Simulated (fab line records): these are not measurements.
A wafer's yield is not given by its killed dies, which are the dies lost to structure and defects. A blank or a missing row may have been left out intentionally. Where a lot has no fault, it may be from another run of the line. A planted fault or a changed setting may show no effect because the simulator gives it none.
fab line records	flow nand-harc
record lots=12	wafers=36	last-day=24
route steps=1159 shown A_SLIT@796 A_WL_FILL@815
lots with no fault: from the same line, run without faults
start-h: start of the lot's first displayed wafer, in hours after the record's first day	wait-h: hours elapsed since this lot's preceding step	" identical to the entry in the row above	L1.1+2: several wafers, shown together as one row	- value missing, or start not given	* or withheld: withheld	< > ~ a bound
route shown NAME@n: NAME is a module with steps in the file, n the number in the route of the first one	usual: the fault-free wafers' mean and standard deviation	same: alike in all rows	chamber/n: place in a boat	sites: readings site by site	_std_site: how widely they spread, as a standard deviation	_edge_site: the outer-site mean with the inner-site mean subtracted	radius-mm: how far each site lies from the wafer's centre	mask NAME#n: copy n	behind: tool/chamber where the wafer was last shaped	hold: why the lot went on hold/how many hours it stayed there/how the hold came to an end	device: the transistor (n, p or np) that didn't switch	end of line: tests of these same wafers at the route's end	a step with no rows: only its recipe	killed: count of dies lost to structure and defects at first sort (not the wafer's yield)	map: dies across one wafer; x = killed, . = not, _ = none there
set.NAME: setting as actually run; set.NAME@STEP: the setting as run at that earlier step	model.NAME: the simulator's own value behind a step, which no gauge read
route steps across a sampled set of lots; one table per step, one row per wafer
services: from which hour (start-h, from the record's first day; less than 0 if before it) a tool's chamber was out of use, for how many hours, and why
## steps
# step NHARC_A_SLIT_ETCH_17
# recipe bias-v=900	source-w=withheld	pressure-mtorr=20	ar-flow-sccm=375	c4f8-flow-sccm=83.3	o2-flow-sccm=41.7	time-s=1687.5	target-depth-a=1.01e+05	chemistry=C4F8/O2/Ar
# usual drypump-motor-current-A=5.4/0.43	showerhead-plenum-p-Torr=3.61/0.095	throttle-valve-pct=32.045/0.0089
lot.wafer	tool	chamber	start-h	wait-h	drypump-motor-current-A	rf-hours-counter-h	showerhead-plenum-p-Torr	throttle-valve-pct
L509.4	har-etch-02	0	316.67	-	5.9	-	3.77	32.048
L509.5	"	0	"	"	5.9	-	3.77	32.072
L509.6	"	1	"	"	5.3	-	3.52	32.040
L512.1	har-etch-01	1	334.28	-	4.7	4	3.64	32.050
L512.2	"	0	"	"	5.7	4	3.58	32.036
L512.4	"	1	"	"	4.7	-	3.64	32.044
L511.3	har-etch-01	1	336.46	-	4.7	-	3.64	32.053
L511.5	"	1	"	"	4.8	-	3.64	32.038
L511.6	"	0	"	"	5.7	-	3.58	32.038
L510.1	har-etch-01	1	337.66	-	4.7	7	3.64	32.051
L510.6	"	1	"	"	4.8	-	3.64	32.045
L510.5	"	0	"	"	5.7	-	3.58	32.043
L516.1	har-etch-01	0	344.09	-	5.7	9	3.58	32.036
L516.2	"	1	"	"	4.8	9	3.64	32.049
L516.4	"	1	"	"	4.7	-	3.64	32.049
L513.4	har-etch-02	1	346.54	-	5.3	-	3.51	32.051
L513.6	"	0	"	"	5.9	-	3.76	32.036
L513.5	"	1	"	"	5.3	-	3.51	32.053
L519.1	har-etch-01	0	380.03	-	5.7	27	3.57	32.051
L519.2	"	1	"	"	4.7	27	3.63	32.050
L519.4	"	0	"	"	5.7	-	3.57	32.036
L523.1	har-etch-02	1	408.66	-	5.3	217	3.49	32.050
L523.3	"	1	"	"	5.3	-	3.49	32.048
L523.6	"	0	"	"	5.9	-	3.74	32.045
L526.1	har-etch-02	1	410.35	-	5.3	218	3.49	32.054
L526.4	"	1	"	"	5.3	-	3.49	32.039
L526.3	"	0	"	"	5.9	-	3.74	32.045
L531.1	har-etch-02	0	446.67	-	5.9	229	3.73	32.043
L531.2	"	1	"	"	5.3	229	3.48	32.069
L531.6	"	1	"	"	5.3	-	3.49	32.042
L530.4	har-etch-02	1	448.82	-	5.4	-	3.48	32.045
L530.3	"	0	"	"	5.9	-	3.73	32.049
L530.6	"	0	"	"	5.8	-	3.73	32.032
L532.2	har-etch-02	0	466.70	-	5.9	232	3.73	32.046
L532.1	"	1	"	"	5.3	232	3.48	32.047
L532.4	"	0	"	"	5.9	-	3.73	32.044
# step NHARC_A_SLIT_CD_MEAS_21
# usual cd-nm=289.6/0.82
lot.wafer	tool	chamber	start-h	wait-h	cd-nm
L509.4	cd-sem-01	-	318.82	-	289.7
L509.5	"	-	"	"	290.6
L509.6	"	-	"	"	290.2
L512.1	cd-sem-01	-	336.92	-	289.4
L512.2	"	-	"	"	289.5
L512.4	"	-	"	"	289.5
L511.3	cd-sem-03	-	338.62	-	289.8
L511.5	"	-	"	"	289.3
L511.6	"	-	"	"	290.2
L510.1	cd-sem-01	-	340.27	-	288.2
L510.5	"	-	"	"	287.9
L510.6	"	-	"	"	287.5
L516.1	cd-sem-01	-	346.71	-	290.8
L516.2	"	-	"	"	289.7
L516.4	"	-	"	"	288.9
L513.4	cd-sem-02	-	348.45	-	290.1
L513.5	"	-	"	"	289.6
L513.6	"	-	"	"	290.1
L519.1	cd-sem-02	-	382.66	-	289.8
L519.2	"	-	"	"	289.4
L519.4	"	-	"	"	289.2
L523.1	cd-sem-01	-	411.31	-	289.4
L523.3	"	-	"	"	289.6
L523.6	"	-	"	"	290.0
L526.1	cd-sem-03	-	413.00	-	287.9
L526.3	"	-	"	"	288.5
L526.4	"	-	"	"	288.5
L531.1	cd-sem-01	-	449.29	-	289.5
L531.2	"	-	"	"	289.3
L531.6	"	-	"	"	289.7
L530.3	cd-sem-03	-	451.05	-	289.1
L530.4	"	-	"	"	289.4
L530.6	"	-	"	"	289.5
L532.1	cd-sem-02	-	469.46	-	290.2
L532.2	"	-	"	"	290.2
L532.4	"	-	"	"	289.5
# step NHARC_A_WL_FILL_ETCHBACK_05
# recipe target-depth-a=220	time-s=60	temp-c=40	chemistry=Cl2/BCl3
# usual drypump-motor-current-A=5.7/0.35	oes-product-au=1.001/0.008	run-length-s=81.4/0.38
lot.wafer	tool	chamber	start-h	wait-h	drypump-motor-current-A	oes-product-au	rf-hours-counter-h	run-length-s
L509.4	rie-metal-03	1	329.43	0.2	5.5	1.006	-	81.9
L509.6	"	0	"	"	5.9	1.010	-	81.2
L509.5	"	1	"	"	5.5	1.000	-	81.9
L512.2	rie-metal-01	0	355.36	0.2	6.2	1.004	0.4	81.0
L512.1	"	1	"	"	5.6	0.994	0.4	81.1
L512.4	"	1	"	"	5.7	0.997	-	81.1
L511.3	rie-metal-02	1	358.20	0.1	5.6	1.007	-	81.4
L511.6	"	1	"	"	5.6	0.999	-	81.6
L511.5	"	0	"	"	5.0	0.999	-	81.9
L510.1	rie-metal-01	1	359.02	0.2	5.6	1.011	0.6	81.3
L510.5	"	0	"	"	6.1	0.999	-	81.5
L510.6	"	1	"	"	5.7	1.003	-	81.0
L516.2	rie-metal-02	1	361.86	0.2	5.6	0.992	4.7	81.1
L516.1	"	0	"	"	5.0	1.002	4.7	82.0
L516.4	"	1	"	"	5.6	0.987	-	81.6
L513.4	rie-metal-02	1	363.88	0.2	5.6	0.999	-	81.1
L513.5	"	0	"	"	5.0	1.006	-	81.6
L513.6	"	1	"	"	5.6	1.000	-	81.8
L519.2	rie-metal-03	0	412.29	0.2	5.9	1.003	3.0	81.5
L519.1	"	1	"	"	5.5	0.997	3.0	81.6
L519.4	"	1	"	"	5.5	0.998	-	81.8
L526.1	rie-metal-01	1	427.56	0.2	5.7	0.986	2.4	80.9
L526.4	"	1	"	"	5.7	0.997	-	80.8
L526.3	"	0	"	"	6.1	1.000	-	81.2
L523.1	rie-metal-03	0	428.83	0.2	5.9	0.999	3.7	81.3
L523.3	"	1	"	"	5.5	1.003	-	81.5
L523.6	"	1	"	"	5.5	1.002	-	81.5
L531.1	rie-metal-01	1	461.62	0.4	5.7	1.001	3.8	80.7
L531.2	"	0	"	"	6.1	1.015	3.8	81.1
L531.6	"	0	"	"	6.2	1.002	-	80.9
L530.4	rie-metal-01	0	461.72	0.2	6.2	1.010	-	81.4
L530.3	"	1	"	"	5.6	0.993	-	81.4
L530.6	"	1	"	"	5.7	1.000	-	81.1
L532.2	rie-metal-03	0	484.29	0.2	5.9	0.988	0.7	81.4
L532.1	"	1	"	"	5.5	1.010	0.7	81.6
L532.4	"	0	"	"	5.9	0.983	-	81.2
# step NHARC_A_WL_FILL_ETCHBACK_17
# recipe target-depth-a=40	time-s=26.7	chemistry=Cl2/BCl3
# usual drypump-motor-current-A=5.6/0.37	oes-product-au=1.001/0.0091	run-length-s=48.1/0.39
lot.wafer	tool	chamber	start-h	wait-h	drypump-motor-current-A	oes-product-au	rf-hours-counter-h	run-length-s
L509.4	rie-metal-02	0	337.91	-	5.0	0.997	-	49.2
L509.6	"	1	"	"	5.6	0.987	-	48.3
L509.5	"	0	"	"	5.0	0.995	-	48.3
L510.1	rie-metal-03	0	367.59	-	5.9	0.998	2.4	47.7
L510.6	"	0	"	"	5.9	1.003	-	48.0
L510.5	"	1	"	"	5.5	0.999	-	48.1
L511.3	rie-metal-01	1	367.62	-	5.6	1.009	-	47.6
L511.5	"	0	"	"	6.1	1.003	-	47.5
L511.6	"	1	"	"	5.7	1.000	-	47.5
L512.1	rie-metal-02	0	367.63	-	5.0	1.006	5.0	48.5
L512.2	"	1	"	"	5.6	1.000	5.0	48.1
L512.4	"	1	"	"	5.6	1.005	-	47.8
L513.4	rie-metal-01	1	374.57	-	5.7	1.003	-	47.5
L513.6	"	0	"	"	6.2	1.002	-	47.7
L513.5	"	1	"	"	5.7	1.006	-	48.1
L516.1	rie-metal-03	1	377.61	-	5.5	0.998	2.5	48.4
L516.2	"	0	"	"	5.9	1.010	2.5	48.0
L516.4	"	0	"	"	5.9	1.007	-	48.2
L519.1	rie-metal-02	0	422.66	-	5.0	1.017	0.8	38.8
L519.2	"	1	"	"	5.6	0.998	0.8	38.0
L519.4	"	1	"	"	5.6	1.009	-	38.4
L526.1	rie-metal-03	1	436.56	-	5.5	1.003	4.0	48.8
L526.3	"	0	"	"	5.9	1.008	-	47.9
L526.4	"	1	"	"	5.5	1.009	-	48.6
L523.1	rie-metal-02	0	439.22	-	5.0	1.021	1.2	39.1
L523.3	"	1	"	"	5.6	0.985	-	38.1
L523.6	"	0	"	"	5.0	0.999	-	38.6
L531.1	rie-metal-03	1	474.03	-	5.5	1.000	0.2	48.3
L531.2	"	0	"	"	5.9	0.983	0.2	48.0
L531.6	"	1	"	"	5.5	1.002	-	48.4
L530.4	rie-metal-01	1	475.00	-	5.7	1.002	-	48.0
L530.3	"	0	"	"	6.2	1.010	-	48.2
L530.6	"	0	"	"	6.1	1.006	-	48.0
L532.1	rie-metal-03	0	492.12	-	5.9	0.980	0.7	48.0
L532.2	"	1	"	"	5.5	1.005	0.7	48.2
L532.4	"	1	"	"	5.5	0.995	-	48.1
## services
tool	chamber	start-h	hours	kind
har-etch-01	-	307.91	17.0	pm
har-etch-01	0	307.91	17.0	vent-cycle
har-etch-01	1	307.91	17.0	vent-cycle
rie-metal-03	1	320.54	1.3	repair
har-etch-01	0	324.91	-	clean
har-etch-01	0	324.91	-	consumable-replace:focus-ring
har-etch-01	1	324.91	-	clean
har-etch-01	1	324.91	-	consumable-replace:focus-ring
rie-metal-01	-	332.11	9.0	pm
rie-metal-01	0	332.11	9.0	vent-cycle
rie-metal-01	1	332.11	9.0	vent-cycle
rie-metal-01	0	341.11	-	clean
rie-metal-01	1	341.11	-	clean
rie-metal-02	-	388.00	9.0	pm
rie-metal-02	0	388.00	9.0	vent-cycle
rie-metal-02	1	388.00	9.0	vent-cycle
rie-metal-02	0	397.00	-	clean
rie-metal-02	1	397.00	-	clean
rie-metal-02	1	397.70	7.5	repair
rie-metal-03	-	453.00	9.0	pm
rie-metal-03	0	453.00	9.0	vent-cycle
rie-metal-03	1	453.00	9.0	vent-cycle
rie-metal-03	0	462.00	-	clean
rie-metal-03	1	462.00	-	clean
## key
first-sign step=NHARC_A_WL_FILL_ETCHBACK_17	reading=run-length-s	direction=down	sigmas=24	usual=*	struck=*
effect none on later readings
met-at NHARC_A_WL_FILL_ETCHBACK_17
struck-lots L519,L523
tester-left-out L519,L523
not-acting-at NHARC_A_SLIT_ETCH_17,NHARC_A_SLIT_CD_MEAS_21,NHARC_A_WL_FILL_ETCHBACK_05
onset-between 367.63 422.66
fault kind=process-parameter-drift	tool=rie-metal-02	chamber=-	onset-h=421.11	steps=NHARC_A_WL_FILL_ETCHBACK_17	channel=time-s	offset=*	shape=step	end-h=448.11	acts-in=*	stated=*
# tester-left-out: of these lots the tester's yield and bins aren't shown, on N5 and GAA mostly nor the transistor test; their killed dies are dies lost to structure and defects alone, not to doping, threshold or leakage, so they don't give the yield
